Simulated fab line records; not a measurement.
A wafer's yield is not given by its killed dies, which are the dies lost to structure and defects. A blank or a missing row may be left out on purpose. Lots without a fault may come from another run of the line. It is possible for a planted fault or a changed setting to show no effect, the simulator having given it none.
The same fault as seen by 2 desks + flow n5_finfet + only its own numbers are on each desk; what lay behind them is given at the end

## THE TOOL OWNER'S DESK: rie_si-01
The tool's own readings at N5_FIN_CUT_CUT_ETCH_15 (etches Si in HBr/Cl2/O2, target depth 100 nm, bt time 10 s, time 42.4 s): means of the sampled wafers that have a number, for each lot that ran on this tool. The brackets show how far a lot's mean lies from the usual mean; more than 4 standard deviations puts the lot out of limits, marked OUT.
Columns: A = drypump_motor_current_A at N5_FIN_CUT_CUT_ETCH_15, usual 5.9 A; B = oes_o_777_au at N5_FIN_CUT_CUT_ETCH_15, usual 0.97 a.u.; C = oes_product_au at N5_FIN_CUT_CUT_ETCH_15, usual 0.999 a.u.; D = throttle_valve_pct at N5_FIN_CUT_CUT_ETCH_15, usual 37.1 %
| lot  | first seen here | A   | B    | C     | D    |
|------|-----------------|-----|------|-------|------|
| L276 | day 2 05:47     | 5.5 | 0.98 | 0.995 | 37.2 |
| L284 | day 4 05:01     | 6.0 | 0.97 | 0.989 | 37.1 |
| L287 | day 5 01:23     | 5.3 | 1.00 | 1.000 | 37.0 |
| L288 | day 5 06:43     | 5.8 | 1.00 | 1.006 | 37.1 |
| L290 | day 5 18:09     | 6.3 | 0.99 | 1.019 | 37.3 |
| L294 | day 6 19:14     | 5.2 | 1.01 | 1.030 | 37.4 |
Result from this desk: across the 6 lots, nothing is out of limits.

## AT THE METROLOGY DESK
What the gauges read for every lot (on any tool): the sampled wafers with a number, averaged. The brackets show how far a lot's mean lies from the usual mean; more than 4 standard deviations puts the lot out of limits, marked OUT. Shown here are 7 of its 10 readings, the ones lying furthest out on some lot.
Columns: A = DIBL_P at N5_BEOL_M4_RC_MEAS_101, usual 36.1 mV/V; B = IOFF_N at N5_BEOL_M4_RC_MEAS_101, usual 0.159 nA/um; C = IOFF_P at N5_BEOL_M4_RC_MEAS_101, usual 0.21 nA/um; D = ION_N at N5_BEOL_M4_RC_MEAS_101, usual 675 uA/um; E = ION_P at N5_BEOL_M4_RC_MEAS_101, usual 464 uA/um; F = VT_N at N5_BEOL_M4_RC_MEAS_101, usual 249 mV; G = VT_P at N5_BEOL_M4_RC_MEAS_101, usual -250 mV
| lot  | first seen here | A    | B     | C    | D   | E   | F   | G    |
|------|-----------------|------|-------|------|-----|-----|-----|------|
| L276 | day 7 14:54     | 36.8 | 0.137 | 0.20 | 661 | 460 | 252 | -252 |
| L278 | day 8 08:42     | 35.0 | 0.146 | 0.21 | 680 | 468 | 252 | -249 |
| L284 | day 10 03:05    | 37.3 | 0.156 | 0.22 | 669 | 464 | 251 | -249 |
| L285 | day 10 04:53    | 36.9 | 0.161 | 0.24 | 676 | 470 | 248 | -246 |
| L287 | day 10 11:20    | 36.8 | 0.191 | 0.28 | 690 | 472 | 246 | -242 |
| L288 | day 11 05:29    | 33.6 | 0.119 | 0.16 | 664 | 452 | 254 | -254 |
| L290 | day 11 09:25    | 35.8 | 0.177 | 0.19 | 685 | 459 | 247 | -253 |
| L294 | day 12 10:04    | 37.8 | 0.182 | 0.23 | 688 | 466 | 246 | -248 |
| L299 | day 14 09:27    | 36.4 | 0.176 | 0.23 | 683 | 470 | 246 | -247 |
Result from this desk: across the 9 lots, nothing is out of limits.

## ALL TOGETHER
Nothing out of limits was seen by the tool owner's desk.
The metrology desk saw nothing out of limits.

## WHAT WAS PUT IN BY THE SIMULATOR
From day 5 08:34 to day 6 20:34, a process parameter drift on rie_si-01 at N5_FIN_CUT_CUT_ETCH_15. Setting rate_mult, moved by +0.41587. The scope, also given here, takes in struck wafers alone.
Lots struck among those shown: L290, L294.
